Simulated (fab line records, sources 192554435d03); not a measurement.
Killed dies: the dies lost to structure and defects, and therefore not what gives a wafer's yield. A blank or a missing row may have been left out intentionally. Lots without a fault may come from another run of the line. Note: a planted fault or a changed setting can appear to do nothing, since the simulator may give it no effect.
A lot that was struck, set against a sound lot / flow n5-finfet / 20 steps out of a route of 1938
Sound: the wafers L270.2, L270.3, L270.5. Struck: wafers L289.1, L289.2, L289.4. The cause is named last.
Per side, at each step with rows, come the tool, then ch with its chambers, and then its first start. Under that, the readings that differ: sound wafers / struck wafers / difference of the means / sigmas: that difference in standard deviations of wafers without a fault.
alike: a reading whose means differ by less than 2 such deviations, as well as words and numbers matching on both sides. not compared: withheld readings; readings where some wafer has no value; bounds like >300 that might hide an equal value; numbers whose values overlap and for which the record gives no deviation.
A row with sigmas, a row that says differs or no value, or rows on one side alone: a step with any of these is where the two part. Numbers that don't overlap but have no deviation are shown without sigmas and don't part them. Lack of a reading on every wafer of one side parts them only where that side has two or more wafers.

first, 9 steps without rows for these wafers: N5_FIN_SAQP_EXPOSE_13 (exposes mask FIN CORE, target cd 35.6 nm); N5_FIN_SAQP_PEB_14 (peb time 60 s); N5_FIN_SAQP_DEVELOP_15 (develop time 30 s); N5_FIN_SAQP_DESCUM_21 (chemistry O2, time 7.9 s); N5_FIN_SAQP_ETCH_51 (etches SiARC in CF4, target depth 45.5 nm, time 75.8 s); N5_FIN_SAQP_ETCH_52 (etches SOC in N2/H2, target depth 100 nm, overetch 20 nm, time 150 s); N5_FIN_SAQP_STRIP_53 (strips in N2/H2); N5_FIN_SAQP_HM_OPEN_73 (chemistry CHF3/O2, target SiO2, stops on a-Si, target depth 12 nm, time 16.8 s); N5_FIN_SAQP_STRIP_74 (strips in CHF3/O2).
N5_FIN_SAQP_MANDREL_ETCH_22: etches a-Si in HBr/Cl2, stops on SiNx, target depth 60 nm, bt time 10 s, time 30 s.
  sound on rie-si-02 ch 0,1,3, day 1 22:30; struck on rie-si-02 ch 0,2,3, day 6 16:07
reading=oes-product-au (a.u.); sound=0.751 0.758 0.778; struck=0.660 0.660 0.657; difference=-0.103; sigmas=-9
reading=over-etch-frac; sound=0.5 0.5 0.5; struck=0.94207 0.94207 0.94207; difference=+0.44207; sigmas=
reading=model.SOC_of_FIN_SAQP_COAT_49.thk-nm (nm); sound=75.57 75.6 76.46; struck=68.32 69.2 68.49; difference=-7.21; sigmas=
reading=model.SiNx_of_FIN_SAQP_PECVD_48.thk-nm (nm); sound=24.8 24.55 25.31; struck=20.68 20.69 21.06; difference=-4.08; sigmas=
  alike: bias-w, drypump-motor-current-A, throttle-valve-pct
  not compared: rf-hours-counter-h
then, 7 steps without rows for these wafers: N5_FIN_SAQP_STRIP_55 (strips in N2/H2); N5_FIN_SAQP_STRIP_23 (strips in SPM, time 750 s); N5_FIN_SAQP_SRD_66 (time 30 s); N5_FIN_SAQP_RECESS_75 (chemistry HF/NH3, target SiO2, target depth 14.4 nm, afs cycles 3, sublimation time 60 s); N5_FIN_SAQP_SPACER1_ALD_24 (deposits SiO2, target thk 20.3 nm, pulse time 1 s, purge time 2 s); N5_FIN_SAQP_SPACER1_ETCHBACK_25 (etches SiO2 in CHF3/O2, target depth 24.4 nm, time 12.2 s); N5_FIN_SAQP_MANDREL1_REMOVE_56 (chemistry HBr/Cl2/O2, target a-Si, stops on SiNx, bt time 10 s).
N5_FIN_SAQP_ETCH_57: etches SiNx in CH3F/O2, target depth 32.5 nm, time 46.4 s.
  sound on rie-diel-06 ch 0,1,2, day 2 00:42; struck on rie-diel-02 ch 0,2, day 6 17:58
reading=etch-rf-on-time-s (s); sound=46.6 46.9 47.6; struck=37.9 39.3 40.1; difference=-7.9; sigmas=-7
reading=model.etch.depth-nm (nm); sound=24.8 24.55 25.31; struck=20.68 20.69 21.06; difference=-4.08; sigmas=
  alike: CH3F_flow_sccm, bias-w, drypump-motor-current-A, oes-product-au, rf-vpp-V, showerhead-plenum-p-Torr, throttle-valve-pct
  not compared: rf-hours-counter-h
then, 1 step without rows for these wafers: N5_FIN_SAQP_ETCH_65 (etches SiO2 in CF4, target depth 4 nm, time 4.4 s).
N5_PASSIVATION_PROBE_49:
  sound wafers here have rows in the record (prober-02, day 12 19:03); struck ones have none

WHERE THEY PART
Last at N5_PASSIVATION_PROBE_49 as far as this record goes, first at N5_FIN_SAQP_MANDREL_ETCH_22.

WHY: what had been put in by the simulator
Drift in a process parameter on rie-si-02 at N5_FIN_SAQP_MANDREL_ETCH_22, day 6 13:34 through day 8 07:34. The setting over-etch-frac was moved by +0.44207, starting from 0.5. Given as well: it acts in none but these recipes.
